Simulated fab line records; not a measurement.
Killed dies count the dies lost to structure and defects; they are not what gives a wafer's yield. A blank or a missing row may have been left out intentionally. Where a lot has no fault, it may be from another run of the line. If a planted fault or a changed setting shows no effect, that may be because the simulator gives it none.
Split-lot experiment -- flow n5Finfet -- 39 wafers read from 7 lots, route of 1938 steps

## ABOUT THE SPLIT
At N5_BEOL_M10_DESCUM_16 (chemistry O2, time 7.9 s), the setting timeS was moved away from the recipe's 7.9 s on 15 of the 39 wafers read, by -16.4% to +56.5%. All remaining wafers had this setting at the recipe value.

No step appears in the file between the split and the reading.

## THE READING
CAR-ArF_of_BEOL_M10_COAT_05.thkNm (the simulator's own value, which no gauge read), in nm, at N5_BEOL_M10_ETCH_61 (etches SiARC in CF4, target depth 39 nm, time 65 s). There is no usual value for it anywhere in the file. Average 55.4 nm, standard deviation 0.22 nm, over the 24 wafers here run with the recipe.

wafer,"tool, chamber at the split","timeS as run, s",against the recipe,"CAR-ArF_of_BEOL_M10_COAT_05.thkNm, nm",against lot-mates on the recipe
L081.1,"rieDiel-01, 3,0",6.607,-16.4%,56,+0.7
L081.4,"rieDiel-01, 3,0",6.607,-16.4%,56,+0.7
L081.6,"rieDiel-01, 1",6.607,-16.4%,56,+0.7
L081.2,"rieDiel-01, 2,1,0",7.9,recipe,55.2,-
L081.3,"rieDiel-01, 2,1,0",7.9,recipe,55.2,-
L081.5,"rieDiel-01, 2,1,0",7.9,recipe,55.4,-
L083.1,"rieDiel-02, 3",12.36,+56.5%,52.8,-2.5
L083.2,"rieDiel-02, 2,0",12.36,+56.5%,52.8,-2.5
L083.3,"rieDiel-02, 1",7.9,recipe,55.6,-
L083.4,"rieDiel-02, 2,0",12.36,+56.5%,52.6,-2.7
L083.5,"rieDiel-02, 1",7.9,recipe,55.2,-
L083.6,"rieDiel-02, 0",7.9,recipe,55.2,-
L086.1,"rieDiel-05, 0,1,2",7.9,recipe,55.2,-
L086.2,"rieDiel-05, 0,1,2",7.9,recipe,55.2,-
L086.5,"rieDiel-05, 0,1,2",7.9,recipe,55.2,-
L088.1,"rieDiel-02, 2",7.9,recipe,55.8,-
L088.2,"rieDiel-02, 3,1",7.9,recipe,55.8,-
L088.3,"rieDiel-02, 3,1",7.9,recipe,55.6,-
L088.4,"rieDiel-02, 0,3",10.41,+31.8%,54.2,-1.5
L088.5,"rieDiel-02, 0,3",10.41,+31.8%,54,-1.7
L088.6,"rieDiel-02, 2",10.41,+31.8%,54.4,-1.3
L094.1,"rieDiel-01, 0,1,1",7.9,recipe,55.8,-
L094.4,"rieDiel-01, 0,1,1",7.9,recipe,55.8,-
L094.2,"rieDiel-01, 2",7.9,recipe,55.6,-
L094.3,"rieDiel-01, 0,1,1",7.9,recipe,55.6,-
L094.6,"rieDiel-01, 2",7.9,recipe,55.6,-
L094.5,"rieDiel-01, 0",7.9,recipe,55.4,-
L096.1,"rieDiel-01, 0",10.13,+28.2%,54,-1.5
L096.5,"rieDiel-01, 2",10.13,+28.2%,54,-1.5
L096.2,"rieDiel-01, 3,1",7.9,recipe,55.4,-
L096.4,"rieDiel-01, 3,1",7.9,recipe,55.4,-
L096.3,"rieDiel-01, 2",7.9,recipe,55.6,-
L096.6,"rieDiel-01, 1",10.13,+28.2%,54.4,-1.1
L097.1,"rieDiel-05, 0,1",7.9,recipe,55.4,-
L097.2,"rieDiel-05, 0,1",7.9,recipe,55.4,-
L097.3,"rieDiel-05, 2,1",9.855,+24.7%,54.2,-1.1
L097.4,"rieDiel-05, 3",9.855,+24.7%,54.2,-1.1
L097.5,"rieDiel-05, 2,1",9.855,+24.7%,54.4,-0.9
L097.6,"rieDiel-05, 2",7.9,recipe,55.2,-
When a row names more than one chamber, that row covers several wafers, and the file does not tell which wafer ran in which chamber.

FIT RESULTS
A straight line over all 39 wafers: CAR-ArF_of_BEOL_M10_COAT_05.thkNm changes by -0.0453 nm for each +1% of timeS; r = -0.97; the points scatter about the line by 0.21 nm.
The same after taking each lot's own level away (the mean of its wafers on the recipe; 39 wafers): -0.0462 nm for each +1%; r = -0.99; scatter 0.13 nm.
That fit puts the effect of the largest move of timeS on the reading at 2.6 nm.
Measured against the standard deviation above, the lots' own levels, which go from 55.20 to 55.73 nm, span 2.4 times it.
Consequently the slope shifts little with the lot-to-lot level, the two slopes agreeing.
Check: with one of the wafers moved furthest among these (+56.5%) left out of the fit, the line predicts -2.63 nm for it against its lot-mates. Against them it came out at -2.53 nm.

## THESE WAFERS: OTHER SPLITS
Before the reading, these wafers also passed through other splits. Each is held against what the fit with the lots' levels taken away leaves over:
other split on the same wafers,wafers away from the commonest value,r with CAR-ArF_of_BEOL_M10_COAT_05.thkNm (lot level and that fit taken away)
N5_BEOL_M8_TRENCH_ETCH_37 timeS,12,-0.03

## THE WHOLE CHAIN: every reading that the file lists as answering this split, in the file's order
step,what it does,reading,change (the file's fit),r (the file's)
N5_BEOL_M10_DESCUM_16,"chemistry O2, time 7.9 s","CAR-ArF_of_BEOL_M10_COAT_05.thkNm (the simulator's own value, which no gauge read)",-0.0453 nm for each +1% of the setting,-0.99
N5_BEOL_M10_ETCH_61,"etches SiARC in CF4, target depth 39 nm, time 65 s","CAR-ArF_of_BEOL_M10_COAT_05.thkNm (the simulator's own value, which no gauge read)",-0.0462 nm for each +1% of the setting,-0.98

## FILE'S OWN FIT
CAR-ArF_of_BEOL_M10_COAT_05.thkNm changes by -0.0462 nm for each +1% of timeS, r = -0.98.
